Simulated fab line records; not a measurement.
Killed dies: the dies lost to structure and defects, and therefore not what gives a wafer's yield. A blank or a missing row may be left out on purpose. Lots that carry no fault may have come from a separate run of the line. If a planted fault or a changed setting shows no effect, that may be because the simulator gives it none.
fab line records / flow n5-finfet / part 2 of 2: steps 6 to 6 of 6
record lots=10 wafers=29 last-day=17
route steps=1938 shown ZERO_LAYER@16 WELL_APT@29 PMOS_HMC_CHANNEL_EPI@57 BEOL_M4@1111 PASSIVATION@1936
lots untouched by any fault: they come from a run of this same line in which no faults occurred
start-h: hours from the record's first day to the start of the lot's first wafer shown / wait-h: hours since the lot's step before / " unchanged from the row above / L1.1+2: a single row standing in for several wafers / - no value, or no start was given / * or withheld: withheld / < > ~ a bound
route shown NAME@n: NAME is a module with steps in the file, n the number in the route of the first one / usual: average and standard deviation across the fault-free wafers / same: alike in all rows / chamber/n: place in a boat / sites: the reading at each site / _std_site: standard deviation across them / _edge_site: the outer-site mean with the inner-site mean subtracted / radius-mm: how far each site lies from the wafer's centre / mask NAME#n: copy n / behind: tool/chamber where the wafer was last shaped / hold: the reason the lot was held/the length of the hold in hours/how it ended / device: the n, p or np transistor that did not switch / end of line: at the end of the route, the tests of the same wafers / where a step has no rows: the recipe by itself / killed: not the wafer's yield, but the dies lost to structure and defects at the first sort / map: a wafer's dies, x killed, . not, _ none there
set.NAME: the setting that was run; set.NAME@STEP: the one run at that earlier step / model.NAME: the simulator's own value behind a step, which no gauge read
a sample of lots followed through the steps of the route, with each step as a table and each wafer as a row
services: from which hour (start-h, from the record's first day; less than 0 if before it) a tool's chamber was out of use, for how many hours, and why
## steps
# step N5_PASSIVATION_PROBE_49
# usual defect-limited-yield=91.1/1.6 killed_at_M0_to_M3=35/11 killed_at_M4_up=13/5.4 killed-at-contacts=13/6.5 killed-at-front-end=40/14 killed-at-other=4/3.1 killed-dies=105/18 killed-open=69/14 killed-short=34/7.3 sort_bin_4_leakage=0/0 sort_bin_5_function=5.2/0.96 sort_bin_6_memory=3.4/0.77 sort_bin_8_speed=0.02/0.13 sort-n-pass=1075/19 sort-yield-pct=91.1/1.6
# same gross-dies=1180 killed-at-back-side=0
lot.wafer=L209.2 tool=prober-01 chamber=- start-h=289.68 wait-h=0.1 defect-limited-yield[%]=90.3 killed_at_M0_to_M3=58 killed_at_M4_up=13 killed-at-contacts=9 killed-at-front-end=32 killed-at-other=3 killed-dies=115 killed-open=66 killed-short=45 sort_bin_4_leakage[%]=0 sort_bin_5_function[%]=5.3 sort_bin_6_memory[%]=4.0 sort_bin_8_speed[%]=0 sort-n-pass=1065 sort-yield-pct[%]=90.3
lot.wafer=L209.4 tool=prober-01 chamber=- start-h=289.78 wait-h=0.2 defect-limited-yield[%]=91.7 killed_at_M0_to_M3=35 killed_at_M4_up=16 killed-at-contacts=7 killed-at-front-end=32 killed-at-other=8 killed-dies=98 killed-open=60 killed-short=37 sort_bin_4_leakage[%]=0 sort_bin_5_function[%]=5.3 sort_bin_6_memory[%]=2.9 sort_bin_8_speed[%]=0 sort-n-pass=1082 sort-yield-pct[%]=91.7
lot.wafer=L209.5 tool=prober-01 chamber=- start-h=289.83 wait-h=0.2 defect-limited-yield[%]=92.1 killed_at_M0_to_M3=20 killed_at_M4_up=11 killed-at-contacts=11 killed-at-front-end=46 killed-at-other=5 killed-dies=93 killed-open=57 killed-short=29 sort_bin_4_leakage[%]=0 sort_bin_5_function[%]=4.7 sort_bin_6_memory[%]=2.6 sort_bin_8_speed[%]=0 sort-n-pass=1087 sort-yield-pct[%]=92.1
lot.wafer=L213.2 tool=prober-02 chamber=- start-h=303.55 wait-h=0.1 defect-limited-yield[%]=93.2 killed_at_M0_to_M3=32 killed_at_M4_up=18 killed-at-contacts=2 killed-at-front-end=27 killed-at-other=1 killed-dies=80 killed-open=53 killed-short=26 sort_bin_4_leakage[%]=0 sort_bin_5_function[%]=3.2 sort_bin_6_memory[%]=3.3 sort_bin_8_speed[%]=0 sort-n-pass=1100 sort-yield-pct[%]=93.2
lot.wafer=L213.3 tool=prober-02 chamber=- start-h=303.60 wait-h=0.1 defect-limited-yield[%]=93.7 killed_at_M0_to_M3=37 killed_at_M4_up=8 killed-at-contacts=2 killed-at-front-end=26 killed-at-other=1 killed-dies=74 killed-open=42 killed-short=32 sort_bin_4_leakage[%]=0 sort_bin_5_function[%]=3.4 sort_bin_6_memory[%]=2.8 sort_bin_8_speed[%]=0 sort-n-pass=1106 sort-yield-pct[%]=93.7
lot.wafer=L213.4 tool=prober-02 chamber=- start-h=303.65 wait-h=0.2 defect-limited-yield[%]=88.9 killed_at_M0_to_M3=49 killed_at_M4_up=11 killed-at-contacts=12 killed-at-front-end=55 killed-at-other=4 killed-dies=131 killed-open=97 killed-short=33 sort_bin_4_leakage[%]=0 sort_bin_5_function[%]=6.0 sort_bin_6_memory[%]=4.8 sort_bin_8_speed[%]=0 sort-n-pass=1049 sort-yield-pct[%]=88.9
lot.wafer=L215.3 tool=prober-02 chamber=- start-h=314.05 wait-h=0.1 defect-limited-yield[%]=90.8 killed_at_M0_to_M3=35 killed_at_M4_up=14 killed-at-contacts=17 killed-at-front-end=39 killed-at-other=3 killed-dies=108 killed-open=72 killed-short=36 sort_bin_4_leakage[%]=0 sort_bin_5_function[%]=5.3 sort_bin_6_memory[%]=3.6 sort_bin_8_speed[%]=0 sort-n-pass=1072 sort-yield-pct[%]=90.8
lot.wafer=L215.4 tool=prober-02 chamber=- start-h=314.10 wait-h=0.2 defect-limited-yield[%]=90.8 killed_at_M0_to_M3=42 killed_at_M4_up=12 killed-at-contacts=14 killed-at-front-end=35 killed-at-other=6 killed-dies=109 killed-open=71 killed-short=30 sort_bin_4_leakage[%]=0 sort_bin_5_function[%]=5.0 sort_bin_6_memory[%]=3.3 sort_bin_8_speed[%]=0 sort-n-pass=1071 sort-yield-pct[%]=90.8
lot.wafer=L215.6 tool=prober-02 chamber=- start-h=314.20 wait-h=0.3 defect-limited-yield[%]=91.1 killed_at_M0_to_M3=31 killed_at_M4_up=9 killed-at-contacts=26 killed-at-front-end=38 killed-at-other=1 killed-dies=105 killed-open=74 killed-short=30 sort_bin_4_leakage[%]=0 sort_bin_5_function[%]=5.7 sort_bin_6_memory[%]=3.1 sort_bin_8_speed[%]=0 sort-n-pass=1075 sort-yield-pct[%]=91.1
lot.wafer=L216.3 tool=prober-02 chamber=- start-h=317.67 wait-h=0.1 defect-limited-yield[%]=90.8 killed_at_M0_to_M3=33 killed_at_M4_up=16 killed-at-contacts=19 killed-at-front-end=38 killed-at-other=2 killed-dies=108 killed-open=79 killed-short=29 sort_bin_4_leakage[%]=0 sort_bin_5_function[%]=6.2 sort_bin_6_memory[%]=2.8 sort_bin_8_speed[%]=0 sort-n-pass=1072 sort-yield-pct[%]=90.8
lot.wafer=L216.4 tool=prober-02 chamber=- start-h=317.72 wait-h=0.2 defect-limited-yield[%]=92.4 killed_at_M0_to_M3=25 killed_at_M4_up=15 killed-at-contacts=20 killed-at-front-end=28 killed-at-other=2 killed-dies=90 killed-open=65 killed-short=25 sort_bin_4_leakage[%]=0 sort_bin_5_function[%]=4.5 sort_bin_6_memory[%]=2.9 sort_bin_8_speed[%]=0 sort-n-pass=1090 sort-yield-pct[%]=92.4
lot.wafer=L216.6 tool=prober-02 chamber=- start-h=317.82 wait-h=0.3 defect-limited-yield[%]=92.6 killed_at_M0_to_M3=25 killed_at_M4_up=15 killed-at-contacts=19 killed-at-front-end=24 killed-at-other=4 killed-dies=87 killed-open=57 killed-short=30 sort_bin_4_leakage[%]=0 sort_bin_5_function[%]=4.2 sort_bin_6_memory[%]=3.0 sort_bin_8_speed[%]=0 sort-n-pass=1093 sort-yield-pct[%]=92.6
lot.wafer=L218.2 tool=prober-02 chamber=- start-h=327.65 wait-h=0.1 defect-limited-yield[%]=93.4 killed_at_M0_to_M3=19 killed_at_M4_up=14 killed-at-contacts=9 killed-at-front-end=34 killed-at-other=2 killed-dies=78 killed-open=52 killed-short=26 sort_bin_4_leakage[%]=93.39 sort_bin_5_function[%]=4.2 sort_bin_6_memory[%]=2.1 sort_bin_8_speed[%]=0 sort-n-pass=0 sort-yield-pct[%]=0
lot.wafer=L218.5 tool=prober-02 chamber=- start-h=327.80 wait-h=0.2 defect-limited-yield[%]=92.6 killed_at_M0_to_M3=24 killed_at_M4_up=9 killed-at-contacts=8 killed-at-front-end=42 killed-at-other=4 killed-dies=87 killed-open=50 killed-short=37 sort_bin_4_leakage[%]=92.63 sort_bin_5_function[%]=4.7 sort_bin_6_memory[%]=2.4 sort_bin_8_speed[%]=0 sort-n-pass=0 sort-yield-pct[%]=0
lot.wafer=L218.6 tool=prober-02 chamber=- start-h=327.85 wait-h=0.3 defect-limited-yield[%]=92.5 killed_at_M0_to_M3=26 killed_at_M4_up=7 killed-at-contacts=23 killed-at-front-end=31 killed-at-other=1 killed-dies=88 killed-open=59 killed-short=29 sort_bin_4_leakage[%]=92.54 sort_bin_5_function[%]=4.7 sort_bin_6_memory[%]=2.5 sort_bin_8_speed[%]=0 sort-n-pass=0 sort-yield-pct[%]=0
lot.wafer=L219.2 tool=prober-01 chamber=- start-h=328.54 wait-h=0.1 defect-limited-yield[%]=89.6 killed_at_M0_to_M3=51 killed_at_M4_up=16 killed-at-contacts=12 killed-at-front-end=39 killed-at-other=5 killed-dies=123 killed-open=79 killed-short=41 sort_bin_4_leakage[%]=89.58 sort_bin_5_function[%]=6.4 sort_bin_6_memory[%]=4.0 sort_bin_8_speed[%]=0 sort-n-pass=0 sort-yield-pct[%]=0
lot.wafer=L219.3 tool=prober-01 chamber=- start-h=328.59 wait-h=0.1 defect-limited-yield[%]=88.4 killed_at_M0_to_M3=45 killed_at_M4_up=25 killed-at-contacts=14 killed-at-front-end=39 killed-at-other=14 killed-dies=137 killed-open=86 killed-short=48 sort_bin_4_leakage[%]=88.39 sort_bin_5_function[%]=5.5 sort_bin_6_memory[%]=5.3 sort_bin_8_speed[%]=0 sort-n-pass=0 sort-yield-pct[%]=0
lot.wafer=L219.4 tool=prober-01 chamber=- start-h=328.64 wait-h=0.2 defect-limited-yield[%]=90.3 killed_at_M0_to_M3=25 killed_at_M4_up=27 killed-at-contacts=21 killed-at-front-end=39 killed-at-other=3 killed-dies=115 killed-open=78 killed-short=36 sort_bin_4_leakage[%]=90.25 sort_bin_5_function[%]=5.6 sort_bin_6_memory[%]=3.6 sort_bin_8_speed[%]=0 sort-n-pass=0 sort-yield-pct[%]=0
lot.wafer=L220.1 tool=prober-01 chamber=- start-h=349.13 wait-h=0.0 defect-limited-yield[%]=87.5 killed_at_M0_to_M3=25 killed_at_M4_up=13 killed-at-contacts=17 killed-at-front-end=91 killed-at-other=2 killed-dies=148 killed-open=100 killed-short=44 sort_bin_4_leakage[%]=87.46 sort_bin_5_function[%]=7.0 sort_bin_6_memory[%]=4.8 sort_bin_8_speed[%]=0 sort-n-pass=0 sort-yield-pct[%]=0
lot.wafer=L220.4 tool=prober-01 chamber=- start-h=349.28 wait-h=0.2 defect-limited-yield[%]=90.2 killed_at_M0_to_M3=38 killed_at_M4_up=5 killed-at-contacts=9 killed-at-front-end=57 killed-at-other=7 killed-dies=116 killed-open=68 killed-short=37 sort_bin_4_leakage[%]=90.17 sort_bin_5_function[%]=5.0 sort_bin_6_memory[%]=3.4 sort_bin_8_speed[%]=0.08 sort-n-pass=0 sort-yield-pct[%]=0
lot.wafer=L220.5 tool=prober-01 chamber=- start-h=349.33 wait-h=0.2 defect-limited-yield[%]=91.6 killed_at_M0_to_M3=39 killed_at_M4_up=5 killed-at-contacts=7 killed-at-front-end=42 killed-at-other=6 killed-dies=99 killed-open=70 killed-short=27 sort_bin_4_leakage[%]=91.61 sort_bin_5_function[%]=5.0 sort_bin_6_memory[%]=3.1 sort_bin_8_speed[%]=0 sort-n-pass=0 sort-yield-pct[%]=0
lot.wafer=L228.2 tool=prober-02 chamber=- start-h=398.51 wait-h=0.1 defect-limited-yield[%]=91.1 killed_at_M0_to_M3=45 killed_at_M4_up=13 killed-at-contacts=13 killed-at-front-end=32 killed-at-other=2 killed-dies=105 killed-open=75 killed-short=30 sort_bin_4_leakage[%]=0 sort_bin_5_function[%]=5.3 sort_bin_6_memory[%]=3.1 sort_bin_8_speed[%]=0 sort-n-pass=1075 sort-yield-pct[%]=91.1
lot.wafer=L228.3 tool=prober-02 chamber=- start-h=398.56 wait-h=0.1 defect-limited-yield[%]=90.8 killed_at_M0_to_M3=52 killed_at_M4_up=16 killed-at-contacts=11 killed-at-front-end=28 killed-at-other=1 killed-dies=108 killed-open=76 killed-short=30 sort_bin_4_leakage[%]=0 sort_bin_5_function[%]=4.7 sort_bin_6_memory[%]=3.9 sort_bin_8_speed[%]=0 sort-n-pass=1072 sort-yield-pct[%]=90.8
lot.wafer=L231.2 tool=prober-01 chamber=- start-h=413.74 wait-h=0.1 defect-limited-yield[%]=89.6 killed_at_M0_to_M3=47 killed_at_M4_up=11 killed-at-contacts=11 killed-at-front-end=48 killed-at-other=6 killed-dies=123 killed-open=89 killed-short=30 sort_bin_4_leakage[%]=0 sort_bin_5_function[%]=6.7 sort_bin_6_memory[%]=3.7 sort_bin_8_speed[%]=0 sort-n-pass=1057 sort-yield-pct[%]=89.6
lot.wafer=L231.4 tool=prober-01 chamber=- start-h=413.84 wait-h=0.2 defect-limited-yield[%]=90.4 killed_at_M0_to_M3=35 killed_at_M4_up=12 killed-at-contacts=8 killed-at-front-end=53 killed-at-other=5 killed-dies=113 killed-open=71 killed-short=39 sort_bin_4_leakage[%]=0 sort_bin_5_function[%]=5.6 sort_bin_6_memory[%]=3.4 sort_bin_8_speed[%]=0 sort-n-pass=1067 sort-yield-pct[%]=90.4
lot.wafer=L231.6 tool=prober-01 chamber=- start-h=413.94 wait-h=0.3 defect-limited-yield[%]=90.1 killed_at_M0_to_M3=36 killed_at_M4_up=14 killed-at-contacts=18 killed-at-front-end=46 killed-at-other=3 killed-dies=117 killed-open=72 killed-short=42 sort_bin_4_leakage[%]=0 sort_bin_5_function[%]=5.8 sort_bin_6_memory[%]=3.5 sort_bin_8_speed[%]=0 sort-n-pass=1063 sort-yield-pct[%]=90.1
lot.wafer=L230.1 tool=prober-01 chamber=- start-h=415.66 wait-h=0.0 defect-limited-yield[%]=91.1 killed_at_M0_to_M3=29 killed_at_M4_up=14 killed-at-contacts=19 killed-at-front-end=39 killed-at-other=4 killed-dies=105 killed-open=66 killed-short=36 sort_bin_4_leakage[%]=0 sort_bin_5_function[%]=4.8 sort_bin_6_memory[%]=3.6 sort_bin_8_speed[%]=0 sort-n-pass=1075 sort-yield-pct[%]=91.1
lot.wafer=L230.2 tool=prober-01 chamber=- start-h=415.71 wait-h=0.1 defect-limited-yield[%]=92.4 killed_at_M0_to_M3=35 killed_at_M4_up=9 killed-at-contacts=5 killed-at-front-end=39 killed-at-other=2 killed-dies=90 killed-open=64 killed-short=26 sort_bin_4_leakage[%]=0 sort_bin_5_function[%]=4.5 sort_bin_6_memory[%]=3.0 sort_bin_8_speed[%]=0 sort-n-pass=1090 sort-yield-pct[%]=92.4
lot.wafer=L230.5 tool=prober-01 chamber=- start-h=415.86 wait-h=0.2 defect-limited-yield[%]=92.6 killed_at_M0_to_M3=27 killed_at_M4_up=8 killed-at-contacts=14 killed-at-front-end=29 killed-at-other=9 killed-dies=87 killed-open=55 killed-short=32 sort_bin_4_leakage[%]=0 sort_bin_5_function[%]=4.2 sort_bin_6_memory[%]=3.1 sort_bin_8_speed[%]=0 sort-n-pass=1093 sort-yield-pct[%]=92.6
# killed by level:class
L209.2 BEOL_M0_SAQP:geometric-particle:open=21 BEOL_M0_SAQP:geometric-particle:short=21 STI_FIN_REVEAL:geometric-particle:open=12 MOL_CONTACT_COAG:geometric-particle:open=6 BEOL_M5:geometric-particle:open=6 GATE_CUT:geometric-particle:short=4 BEOL_M2:geometric-particle:open=4 FIN_SAQP:geometric-particle:short=3
L209.4 BEOL_M0_SAQP:geometric-particle:short=9 MOL_CONTACT_COAG:geometric-particle:open=7 BEOL_M0_SAQP:geometric-particle:open=6 FIN_SAQP:geometric-particle:open=5 FIN_SAQP:geometric-particle:short=5 DUMMY_GATE:geometric-particle:open=5 BEOL_M1:geometric-particle:open=5 BEOL_M3:geometric-particle:open=5
L209.5 STI_FIN_REVEAL:geometric-particle:open=8 MOL_CONTACT_COAG:geometric-particle:open=8 FIN_SAQP:geometric-particle:open=7 BEOL_M4:geometric-particle:open=7 BEOL_M0_SAQP:geometric-particle:open=6 GATE_CUT:geometric-particle:short=5 ILD0:geometric-particle:short=4 BEOL_M3:geometric-particle:open=4
L213.2 BEOL_M4:geometric-particle:open=14 BEOL_M2:geometric-particle:open=10 FIN_SAQP:geometric-particle:short=6 BEOL_M3:geometric-particle:open=5 STARTING-WAFER:geometric-particle:short=5 STI_FIN_REVEAL:geometric-particle:open=4 DUMMY_GATE:geometric-particle:open=4 BEOL_M0_SAQP:geometric-particle:open=4
L213.3 BEOL_M0_SAQP:geometric-particle:short=17 BEOL_M0_SAQP:geometric-particle:open=8 DUMMY_GATE:geometric-particle:open=6 FIN_SAQP:geometric-particle:open=5 STI_FIN_REVEAL:geometric-particle:open=4 BEOL_M4:geometric-particle:open=4 FIN_SAQP:geometric-particle:short=3 BEOL_M2:geometric-particle:open=3
L213.4 STI_FIN_REVEAL:geometric-particle:open=19 BEOL_M0_SAQP:geometric-particle:open=18 MOL_CONTACT_COAG:geometric-particle:open=10 BEOL_M0_SAQP:geometric-particle:short=9 FIN_SAQP:geometric-particle:open=8 BEOL_M2:geometric-particle:open=7 BEOL_M3:geometric-particle:open=7 DUMMY_GATE:geometric-particle:open=6
L215.3 MOL_CONTACT_COAG:geometric-particle:open=13 STI_FIN_REVEAL:geometric-particle:open=12 BEOL_M2:geometric-particle:open=12 FIN_SAQP:geometric-particle:short=7 BEOL_M1:geometric-particle:open=5 BEOL_M5:geometric-particle:open=5 STI_FIN_REVEAL:geometric-particle:short=4 BEOL_M0_SAQP:geometric-particle:short=4
L215.4 BEOL_M2:geometric-particle:open=16 MOL_CONTACT_COAG:geometric-particle:open=10 STI_FIN_REVEAL:geometric-particle:open=7 BEOL_M0_SAQP:geometric-particle:open=7 HKMG_FIN:area-etch=7 BEOL_M0_SAQP:geometric-particle:short=5 MOL_CONTACT_COAG:geometric-particle:short=4 BEOL_M2:geometric-particle:short=4
L215.6 MOL_CONTACT_COAG:geometric-particle:open=21 BEOL_M2:geometric-particle:open=11 FIN_SAQP:geometric-particle:open=9 STI_FIN_REVEAL:geometric-particle:open=5 BEOL_M3:geometric-particle:open=5 MOL_CONTACT_COAG:geometric-particle:short=5 STARTING-WAFER:geometric-particle:short=5 GATE_CUT:geometric-particle:open=4
L216.3 MOL_CONTACT_COAG:geometric-particle:open=14 BEOL_M3:geometric-particle:open=9 FIN_SAQP:geometric-particle:open=8 BEOL_M2:geometric-particle:open=8 FIN_SAQP:geometric-particle:short=7 MOL_CONTACT_COAG:geometric-particle:short=5 BEOL_M0_SAQP:geometric-particle:open=5 BEOL_M0_SAQP:geometric-particle:short=5
L216.4 MOL_CONTACT_COAG:geometric-particle:open=17 STI_FIN_REVEAL:geometric-particle:open=7 BEOL_M3:geometric-particle:open=7 BEOL_M1:geometric-particle:open=5 BEOL_M6:geometric-particle:open=5 DUMMY_GATE:geometric-particle:open=4 GATE_CUT:geometric-particle:short=4 BEOL_M0_SAQP:geometric-particle:short=4
L216.6 MOL_CONTACT_COAG:geometric-particle:open=14 BEOL_M3:geometric-particle:open=10 DUMMY_GATE:geometric-particle:open=5 MOL_CONTACT_COAG:geometric-particle:short=5 BEOL_M4:geometric-particle:short=5 FIN_SAQP:geometric-particle:open=4 BEOL_M2:geometric-particle:short=4 BEOL_M3:geometric-particle:short=4
L218.2 MOL_CONTACT_COAG:geometric-particle:open=7 FIN_SAQP:geometric-particle:short=5 STI_FIN_REVEAL:geometric-particle:open=5 DUMMY_GATE:geometric-particle:open=5 BEOL_M2:geometric-particle:open=4 FIN_SAQP:geometric-particle:open=3 GATE_CUT:geometric-particle:short=3 GATE_CUT:geometric-particle:open=3
L218.5 BEOL_M0_SAQP:geometric-particle:short=9 FIN_SAQP:geometric-particle:short=8 GATE_CUT:geometric-particle:short=7 FIN_SAQP:geometric-particle:open=6 STI_FIN_REVEAL:geometric-particle:open=6 MOL_CONTACT_COAG:geometric-particle:open=6 BEOL_M4:geometric-particle:open=6 BEOL_M3:geometric-particle:open=5
L218.6 MOL_CONTACT_COAG:geometric-particle:open=18 STI_FIN_REVEAL:geometric-particle:open=13 BEOL_M1:geometric-particle:open=6 MOL_CONTACT_COAG:geometric-particle:short=5 FIN_SAQP:geometric-particle:short=4 STI_FIN_REVEAL:geometric-particle:short=4 BEOL_M0_SAQP:geometric-particle:short=4 BEOL_M2:geometric-particle:open=4
L219.2 BEOL_M3:geometric-particle:open=15 BEOL_M0_SAQP:geometric-particle:open=13 MOL_CONTACT_COAG:geometric-particle:open=10 BEOL_M4:geometric-particle:open=9 BEOL_M0_SAQP:geometric-particle:short=8 GATE_CUT:geometric-particle:short=7 FIN_SAQP:geometric-particle:open=5 FIN_SAQP:geometric-particle:short=5
L219.3 BEOL_M4:geometric-particle:open=15 MOL_CONTACT_COAG:geometric-particle:open=12 FIN_SAQP:geometric-particle:open=11 BEOL_M0_SAQP:geometric-particle:short=9 BEOL_M2:geometric-particle:open=9 BEOL_M3:geometric-particle:open=9 GATE_CUT:geometric-particle:short=7 BEOL_M0_SAQP:geometric-particle:open=7
L219.4 BEOL_M4:geometric-particle:open=17 MOL_CONTACT_COAG:geometric-particle:open=15 BEOL_M3:geometric-particle:open=10 FIN_SAQP:geometric-particle:open=9 MOL_CONTACT_COAG:geometric-particle:short=6 BEOL_M4:geometric-particle:short=6 STI_FIN_REVEAL:geometric-particle:open=5 ILD0:geometric-particle:short=5
L220.1 FIN_SAQP:geometric-particle:open=28 STI_FIN_REVEAL:geometric-particle:open=19 FIN_SAQP:geometric-particle:short=11 DUMMY_GATE:geometric-particle:open=11 MOL_CONTACT_COAG:geometric-particle:open=11 BEOL_M0_SAQP:geometric-particle:open=7 MOL_CONTACT_COAG:geometric-particle:short=6 BEOL_M0_SAQP:geometric-particle:short=6
L220.4 FIN_SAQP:geometric-particle:open=14 BEOL_M2:geometric-particle:open=14 STI_FIN_REVEAL:geometric-particle:open=10 HKMG_FIN:area-etch=10 FIN_SAQP:geometric-particle:short=8 BEOL_M0_SAQP:geometric-particle:short=8 MOL_CONTACT_COAG:geometric-particle:open=6 BEOL_M3:geometric-particle:open=5
L220.5 STI_FIN_REVEAL:geometric-particle:open=10 BEOL_M0_SAQP:geometric-particle:open=9 FIN_SAQP:geometric-particle:open=8 BEOL_M3:geometric-particle:open=8 FIN_SAQP:geometric-particle:short=6 MOL_CONTACT_COAG:geometric-particle:open=6 DUMMY_GATE:geometric-particle:open=5 BEOL_M0_SAQP:geometric-particle:short=5
L228.2 MOL_CONTACT_COAG:geometric-particle:open=10 BEOL_M0_SAQP:geometric-particle:short=10 BEOL_M3:geometric-particle:open=9 BEOL_M0_SAQP:geometric-particle:open=8 BEOL_M2:geometric-particle:open=8 STI_FIN_REVEAL:geometric-particle:open=7 FIN_SAQP:geometric-particle:open=6 BEOL_M1:geometric-particle:open=6
L228.3 BEOL_M0_SAQP:geometric-particle:open=16 BEOL_M0_SAQP:geometric-particle:short=13 MOL_CONTACT_COAG:geometric-particle:open=11 BEOL_M3:geometric-particle:open=8 BEOL_M4:geometric-particle:open=8 FIN_SAQP:geometric-particle:open=7 BEOL_M1:geometric-particle:open=6 FIN_SAQP:geometric-particle:short=5
L231.2 STI_FIN_REVEAL:geometric-particle:open=19 BEOL_M2:geometric-particle:open=19 MOL_CONTACT_COAG:geometric-particle:open=9 DUMMY_GATE:geometric-particle:open=8 BEOL_M0_SAQP:geometric-particle:open=7 BEOL_M3:geometric-particle:open=6 FIN_SAQP:geometric-particle:short=5 BEOL_M0_SAQP:geometric-particle:short=5
L231.4 STI_FIN_REVEAL:geometric-particle:open=13 FIN_SAQP:geometric-particle:short=11 BEOL_M0_SAQP:geometric-particle:open=9 DUMMY_GATE:geometric-particle:open=8 FIN_SAQP:geometric-particle:open=7 MOL_CONTACT_COAG:geometric-particle:open=7 BEOL_M0_SAQP:geometric-particle:short=6 BEOL_M3:geometric-particle:short=5
L231.6 STI_FIN_REVEAL:geometric-particle:open=15 MOL_CONTACT_COAG:geometric-particle:open=14 BEOL_M0_SAQP:geometric-particle:short=8 BEOL_M0_SAQP:geometric-particle:open=6 BEOL_M3:geometric-particle:short=6 DUMMY_GATE:geometric-particle:open=5 FIN_SAQP:geometric-particle:short=4 GATE_CUT:geometric-particle:open=4
L230.1 MOL_CONTACT_COAG:geometric-particle:open=16 FIN_SAQP:geometric-particle:open=8 STI_FIN_REVEAL:geometric-particle:open=8 BEOL_M0_SAQP:geometric-particle:short=8 GATE_CUT:geometric-particle:short=6 BEOL_M0_SAQP:geometric-particle:open=6 BEOL_M3:geometric-particle:open=5 BEOL_M4:geometric-particle:short=5
L230.2 BEOL_M0_SAQP:geometric-particle:open=9 BEOL_M3:geometric-particle:open=9 FIN_SAQP:geometric-particle:open=7 DUMMY_GATE:geometric-particle:open=7 BEOL_M0_SAQP:geometric-particle:short=7 BEOL_M2:geometric-particle:open=6 MOL_CONTACT_COAG:geometric-particle:open=5 DUMMY_GATE:geometric-particle:short=4
L230.5 MOL_CONTACT_COAG:geometric-particle:open=10 BEOL_M0_SAQP:geometric-particle:short=7 GATE_CUT:geometric-particle:short=6 BEOL_M0_SAQP:geometric-particle:open=6 STI_FIN_REVEAL:geometric-particle:open=5 BEOL_M3:geometric-particle:open=5 BEOL_M4:geometric-particle:open=5 PAD_METAL:geometric-particle:open=5
## services
tool=rie-si-06 chamber=0 start-h=9.92 hours=10.5 kind=repair
tool=rie-si-01 chamber=- start-h=26.61 hours=0.3 kind=repair
tool=pecvd-01 chamber=2 start-h=29.79 hours=15.9 kind=repair
tool=pecvd-04 chamber=0 start-h=32.75 hours=15.6 kind=repair
tool=pecvd-04 chamber=- start-h=41.80 hours=2.6 kind=repair
tool=pecvd-01 chamber=2 start-h=45.78 hours=- kind=clean
tool=pecvd-01 chamber=2 start-h=45.78 hours=- kind=consumable-replace:showerhead
tool=pecvd-01 chamber=2 start-h=45.78 hours=29.0 kind=scheduled-down
tool=pecvd-01 chamber=2 start-h=45.78 hours=29.0 kind=vent-cycle
tool=pecvd-03 chamber=1 start-h=53.65 hours=16.5 kind=scheduled-down
tool=pecvd-03 chamber=2 start-h=86.69 hours=5.5 kind=scheduled-down
tool=pecvd-01 chamber=- start-h=87.33 hours=2.8 kind=pm
tool=pecvd-01 chamber=- start-h=97.37 hours=1.8 kind=repair
tool=pecvd-04 chamber=- start-h=102.10 hours=2.8 kind=pm
tool=rie-si-03 chamber=- start-h=113.85 hours=4.3 kind=pm
tool=pecvd-01 chamber=0 start-h=130.57 hours=2.1 kind=scheduled-down
tool=pecvd-01 chamber=- start-h=139.80 hours=3.4 kind=repair
tool=pecvd-04 chamber=0 start-h=145.73 hours=5.5 kind=scheduled-down
## key
first-sign step=N5_WELL_APT_STRIP_16 reading=tool-record direction=missing
effect step=N5_BEOL_M4_RC_MEAS_101 reading=IOFF_N direction=up sigmas=99+ usual=0.15 struck=22.87
effect step=N5_BEOL_M4_RC_MEAS_101 reading=IOFF_N_85C direction=up sigmas=99+ usual=3.0 struck=196.1
effect step=N5_BEOL_M4_RC_MEAS_101 reading=SS_N direction=up sigmas=95 usual=71.5 struck=137.4
effect step=N5_BEOL_M4_RC_MEAS_101 reading=IOFF_N_LIN direction=up sigmas=85 usual=0.072 struck=1.175
effect step=N5_BEOL_M4_RC_MEAS_101 reading=CJ_N direction=down sigmas=55 usual=4.30 struck=0.09
effect step=N5_BEOL_M4_RC_MEAS_101 reading=DIBL_N direction=up sigmas=29 usual=36.1 struck=93.3
effect step=N5_BEOL_M4_RC_MEAS_101 reading=IOFF_N_LONG direction=up sigmas=18 usual=5.47e-05 struck=0.0001055
effect step=N5_BEOL_M4_RC_MEAS_101 reading=VT_N_LVT direction=down sigmas=4.2 usual=100 struck=84
effect step=N5_BEOL_M4_RC_MEAS_101 reading=VT_N direction=down sigmas=4.2 usual=251 struck=235
effect step=N5_BEOL_M4_RC_MEAS_101 reading=ION_N direction=up sigmas=2 usual=672 struck=703 wafers-moved=7
effect step=N5_BEOL_M4_RC_MEAS_101 reading=RS_PWELL direction=missing
effect step=N5_PASSIVATION_PROBE_49 reading=sort_bin_4_leakage direction=up sigmas=99+ usual=0 struck=90.67
met-at N5_WELL_APT_STRIP_16
struck-lots L218,L219,L220
baseline-loss step=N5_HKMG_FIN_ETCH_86 wafers=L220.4
not-acting-at N5_ZERO_LAYER_ETCH_18,N5_WELL_APT_OVL_MEAS_09,N5_PMOS_HMC_CHANNEL_EPI_HM_DEP_34
onset-between 50.64 68.58
fault kind=skipped-step-whole tool=wet-bench-03,wet-bench-04 chamber=- onset-h=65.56 steps=N5_WELL_APT_STRIP_16 scope=struck-lots-only
# baseline-loss: these wafers lose ten dies or more at that step, a loss of the line's own and not of a fault; the sort's usual values leave them out
